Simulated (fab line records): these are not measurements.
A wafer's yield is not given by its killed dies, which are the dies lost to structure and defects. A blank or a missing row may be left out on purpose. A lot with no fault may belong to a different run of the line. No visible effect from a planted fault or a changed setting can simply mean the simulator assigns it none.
Which tool was responsible? + flow n5 finfet + 15 lots with 45 wafers sampled at 4 steps, on a route of 1938 steps

== WHAT THE GAUGES READ, wafer by wafer ==
The record holds no reading of a measuring or inspecting step that can be judged against a usual standard deviation.

== WHICH TOOL RAN EACH LOT (tool, then ch and the chambers of the sampled wafers, then the start) ==
| lot  | N5_MOL_CONTACT_COAG_STRIP_72       | N5_BEOL_M0_SAQP_PECVD_00       | N5_BEOL_M0_SAQP_EXPOSE_11          | N5_BEOL_M0_SAQP_DESCUM_19          |
|------|------------------------------------|--------------------------------|------------------------------------|------------------------------------|
| L577 | rie diel-02 ch 0,1,3, day 5 06:05  | pecvd-02 ch 0,1,2, day 5 10:28 | arfi scanner-01 ch 0, day 5 13:05  | rie diel-01 ch 1,2, day 5 13:18    |
| L579 | rie diel-06 ch 0,3, day 5 20:29    | pecvd-04 ch 0,1,2, day 6 11:35 | arfi scanner-03 ch 0, day 6 12:58  | rie diel-01 ch 0,2,3, day 6 13:41  |
| L580 | rie diel-02 ch 0,1, day 5 22:45    | pecvd-03 ch 0,2, day 6 11:34   | arfi scanner-03 ch 0, day 6 12:54  | rie diel-05 ch 1,2,3, day 6 13:25  |
| L581 | rie diel-06 ch 0,1,3, day 6 09:48  | pecvd-02 ch 1,2, day 6 14:34   | arfi scanner-03 ch 0, day 6 15:47  | rie diel-03 ch 0,2, day 6 15:59    |
| L582 | rie diel-02 ch 0,1,2, day 6 11:41  | pecvd-03 ch 0,1,2, day 6 17:33 | arfi scanner-02 ch 0, day 6 21:01  | rie diel-05 ch 0,1,3, day 6 21:14  |
| L584 | rie diel-04 ch 0,3, day 6 21:01    | pecvd-02 ch 0,1,2, day 7 01:40 | arfi scanner-02, day 7 04:32       | rie diel-03 ch 0,1, day 7 04:44    |
| L583 | rie diel-02 ch 1,2,3, day 7 05:30  | pecvd-04 ch 1,2, day 7 09:52   | arfi scanner-02, day 7 10:58       | rie diel-01 ch 0,3, day 7 11:10    |
| L585 | rie diel-06 ch 0,1,3, day 7 09:38  | pecvd-03 ch 1,2, day 7 14:01   | arfi scanner-03, day 7 16:10       | rie diel-01 ch 0,1,3, day 7 16:33  |
| L591 | rie diel-02 ch 1,2,3, day 8 15:31  | pecvd-02 ch 0,1,2, day 8 21:04 | arfi scanner-03 ch 0, day 8 21:50  | rie diel-05 ch 0,1,2, day 8 22:02  |
| L593 | rie diel-06 ch 0,3, day 9 05:20    | pecvd-04 ch 0,1,2, day 9 09:43 | arfi scanner-03 ch 0, day 9 11:23  | rie diel-01 ch 0,2,3, day 9 11:35  |
| L594 | rie diel-02 ch 1,2, day 9 15:35    | pecvd-03 ch 0,1, day 9 19:57   | arfi scanner-02 ch 0, day 9 21:57  | rie diel-01 ch 1,2, day 9 22:10    |
| L596 | rie diel-04 ch 1,3, day 9 23:59    | pecvd-03 ch 0, day 10 04:21    | arfi scanner-03 ch 0, day 10 05:43 | rie diel-05 ch 0,2,3, day 10 05:56 |
| L598 | rie diel-04 ch 0,1,3, day 10 09:46 | pecvd-04 ch 1,2, day 10 14:08  | arfi scanner-01 ch 0, day 10 15:42 | rie diel-05 ch 1,2,3, day 10 15:55 |
| L599 | rie diel-04 ch 1,2,3, day 10 20:20 | pecvd-03 ch 0,1, day 11 00:42  | arfi scanner-02 ch 0, day 11 02:17 | rie diel-05 ch 2,3, day 11 02:30   |
| L600 | rie diel-04 ch 1,3, day 11 02:08   | pecvd-04 ch 1,2, day 11 06:31  | arfi scanner-01 ch 0, day 11 08:19 | rie diel-05 ch 2,3, day 11 08:31   |
- N5_MOL_CONTACT_COAG_STRIP_72: strips in N2/H2.
- N5_BEOL_M0_SAQP_PECVD_00: deposits SiCN from 3MS/NH3, target thk 8 nm, time 14 s.
- N5_BEOL_M0_SAQP_EXPOSE_11: exposes mask M0 CORE, target cd 42 nm.
- N5_BEOL_M0_SAQP_DESCUM_19: chemistry O2, time 7.9 s.

== WHAT THE TOOLS THEMSELVES READ (means of the sampled wafers that have a number; where no wafer has one, the mark that the record gives instead) ==
N5_MOL_CONTACT_COAG_STRIP_72. Usual: drypump motor current A 5.6 A, standard deviation 0.4; oes product au 0.77 a.u., standard deviation 0.076; rf vpp V 58.9 V, standard deviation 2; showerhead plenum p Torr 2.51 Torr, standard deviation 0.081; throttle valve pct 23.6 %, standard deviation 0.46.
| lot  | tool        | drypump motor current A (A) | oes product au (a.u.) | rf vpp V (V) | showerhead plenum p Torr (Torr) | throttle valve pct (%) | flag |
|------|-------------|-----------------------------|-----------------------|--------------|---------------------------------|------------------------|------|
| L577 | rie diel-02 | 5.6                         | 0.78                  | 58.1         | 2.52                            | 23.5                   |      |
| L579 | rie diel-06 | 5.6                         | 0.83                  | 59.0         | 2.49                            | 23.6                   |      |
| L580 | rie diel-02 | 5.8                         | 0.73                  | 58.8         | 2.55                            | 23.2                   |      |
| L581 | rie diel-06 | 5.8                         | 0.83                  | 59.8         | 2.50                            | 23.7                   |      |
| L582 | rie diel-02 | 5.5                         | 0.73                  | 57.8         | 2.56                            | 23.3                   |      |
| L584 | rie diel-04 | 5.9                         | 0.76                  | 58.8         | 2.56                            | 23.4                   |      |
| L583 | rie diel-02 | 5.2                         | 0.78                  | 60.0         | 2.52                            | 23.6                   |      |
| L585 | rie diel-06 | 5.8                         | 0.81                  | 57.1         | 2.49                            | 23.7                   |      |
| L591 | rie diel-02 | 5.2                         | 0.76                  | 58.7         | 2.52                            | 23.6                   |      |
| L593 | rie diel-06 | 5.6                         | 0.88                  | 59.4         | 2.48                            | 23.5                   |      |
| L594 | rie diel-02 | 5.4                         | 0.72                  | 60.0         | 2.48                            | 23.3                   |      |
| L596 | rie diel-04 | 5.3                         | 0.76                  | 59.5         | 2.43                            | 24.0                   |      |
| L598 | rie diel-04 | 5.6                         | 0.75                  | 59.3         | 2.49                            | 23.7                   |      |
| L599 | rie diel-04 | 5.5                         | 0.73                  | 58.2         | 2.44                            | 23.6                   |      |
| L600 | rie diel-04 | 5.3                         | 0.75                  | 60.1         | 2.43                            | 24.0                   |      |

N5_BEOL_M0_SAQP_PECVD_00. Usual: showerhead plenum p Torr 3.665 Torr, standard deviation 0.017; throttle valve pct 9.0 %, standard deviation 0.78.
| lot  | tool     | showerhead plenum p Torr (Torr) | throttle valve pct (%) | flag |
|------|----------|---------------------------------|------------------------|------|
| L577 | pecvd-02 | 3.672                           | 9.2                    |      |
| L579 | pecvd-04 | 3.663                           | 8.8                    |      |
| L580 | pecvd-03 | 3.668                           | 9.7                    |      |
| L581 | pecvd-02 | 3.663                           | 9.1                    |      |
| L582 | pecvd-03 | 3.658                           | 8.9                    |      |
| L584 | pecvd-02 | 3.666                           | 9.1                    |      |
| L583 | pecvd-04 | 3.673                           | 9.1                    |      |
| L585 | pecvd-03 | 3.647                           | 8.3                    |      |
| L591 | pecvd-02 | 3.676                           | 9.0                    |      |
| L593 | pecvd-04 | 3.663                           | 8.8                    |      |
| L594 | pecvd-03 | 3.653                           | 9.0                    |      |
| L596 | pecvd-03 | 3.684                           | 10.2                   |      |
| L598 | pecvd-04 | 3.673                           | 9.1                    |      |
| L599 | pecvd-03 | 3.669                           | 9.8                    |      |
| L600 | pecvd-04 | 3.666                           | 9.0                    |      |

N5_BEOL_M0_SAQP_EXPOSE_11. Usual: exposure dose mJ cm2 54.97, standard deviation 0.057; stage vel mm s 499.98 mm/s, standard deviation 0.25.
| lot  | tool            | exposure dose mJ cm2 | stage vel mm s (mm/s) | flag |
|------|-----------------|----------------------|-----------------------|------|
| L577 | arfi scanner-01 | 54.98                | 499.97                |      |
| L579 | arfi scanner-03 | 55.10                | 500.26                |      |
| L580 | arfi scanner-03 | 54.93                | 499.77                |      |
| L581 | arfi scanner-03 | 54.96                | 499.74                |      |
| L582 | arfi scanner-02 | 54.91                | 500.08                |      |
| L584 | arfi scanner-02 | -                    | -                     | OFF  |
| L583 | arfi scanner-02 | -                    | -                     | OFF  |
| L585 | arfi scanner-03 | -                    | -                     | OFF  |
| L591 | arfi scanner-03 | 55.00                | 500.07                |      |
| L593 | arfi scanner-03 | 54.92                | 500.03                |      |
| L594 | arfi scanner-02 | 54.92                | 499.98                |      |
| L596 | arfi scanner-03 | 54.93                | 499.60                |      |
| L598 | arfi scanner-01 | 55.04                | 500.37                |      |
| L599 | arfi scanner-02 | 54.96                | 499.93                |      |
| L600 | arfi scanner-01 | 54.96                | 500.13                |      |

N5_BEOL_M0_SAQP_DESCUM_19. Usual: drypump motor current A 5.8 A, standard deviation 0.46; oes product au 0.81 a.u., standard deviation 0.089; rf vpp V 242.8 V, standard deviation 1.1; showerhead plenum p Torr 2.06 Torr, standard deviation 0.052; throttle valve pct 20.29 %, standard deviation 0.26.
| lot  | tool        | drypump motor current A (A) | oes product au (a.u.) | rf vpp V (V) | showerhead plenum p Torr (Torr) | throttle valve pct (%) | flag |
|------|-------------|-----------------------------|-----------------------|--------------|---------------------------------|------------------------|------|
| L577 | rie diel-01 | 5.7                         | 0.76                  | 242.6        | 2.00                            | 20.38                  |      |
| L579 | rie diel-01 | 6.0                         | 0.81                  | 242.2        | 2.05                            | 20.34                  |      |
| L580 | rie diel-05 | 5.5                         | 0.91                  | 244.3        | 2.12                            | 20.06                  |      |
| L581 | rie diel-03 | 6.1                         | 0.71                  | 242.9        | 2.06                            | 20.52                  |      |
| L582 | rie diel-05 | 5.8                         | 0.87                  | 243.7        | 2.09                            | 20.27                  |      |
| L584 | rie diel-03 | 5.3                         | 0.87                  | 241.8        | 2.04                            | 20.42                  |      |
| L583 | rie diel-01 | 6.2                         | 0.75                  | 242.9        | 2.03                            | 20.30                  |      |
| L585 | rie diel-01 | 6.0                         | 0.72                  | 243.1        | 2.02                            | 20.43                  |      |
| L591 | rie diel-05 | 5.9                         | 0.83                  | 243.5        | 2.08                            | 20.16                  |      |
| L593 | rie diel-01 | 6.0                         | 0.79                  | 242.8        | 2.05                            | 20.37                  |      |
| L594 | rie diel-01 | 5.6                         | 0.80                  | 242.1        | 2.02                            | 20.36                  |      |
| L596 | rie diel-05 | 5.9                         | 0.85                  | 243.8        | 2.09                            | 20.26                  |      |
| L598 | rie diel-05 | 5.5                         | 0.87                  | 243.5        | 2.11                            | 20.10                  |      |
| L599 | rie diel-05 | 5.6                         | 0.86                  | 243.4        | 2.11                            | 20.07                  |      |
| L600 | rie diel-05 | 5.7                         | 0.86                  | 243.6        | 2.11                            | 20.08                  |      |

== THE ANSWER, worked out from the rows above alone ==
Rule: take the mean of a lot's wafers that have a number; if it is more than 3 standard deviations from the usual mean, the lot is off. A lot without any number at a reading at which 4 lots or more have one is off too. Any other lot the step has rows for is counted as sound. Order of review: gauges by route order, followed by the tools' own readings, for which a lot's mean as printed above is used. The first step at which some lot is off is used, and at that step the reading that is off furthest; a lot without a number counts as furthest.
Off at N5_BEOL_M0_SAQP_EXPOSE_11 (exposure dose mJ cm2): L584, L583, L585. Without a number there: L584, L583, L585.
A tool fits if, at that step or a process step before it, it ran every lot that is off, and no sound lot after the first of them. None of those tried fits.

== WHAT THE SIMULATOR PUT IN ==
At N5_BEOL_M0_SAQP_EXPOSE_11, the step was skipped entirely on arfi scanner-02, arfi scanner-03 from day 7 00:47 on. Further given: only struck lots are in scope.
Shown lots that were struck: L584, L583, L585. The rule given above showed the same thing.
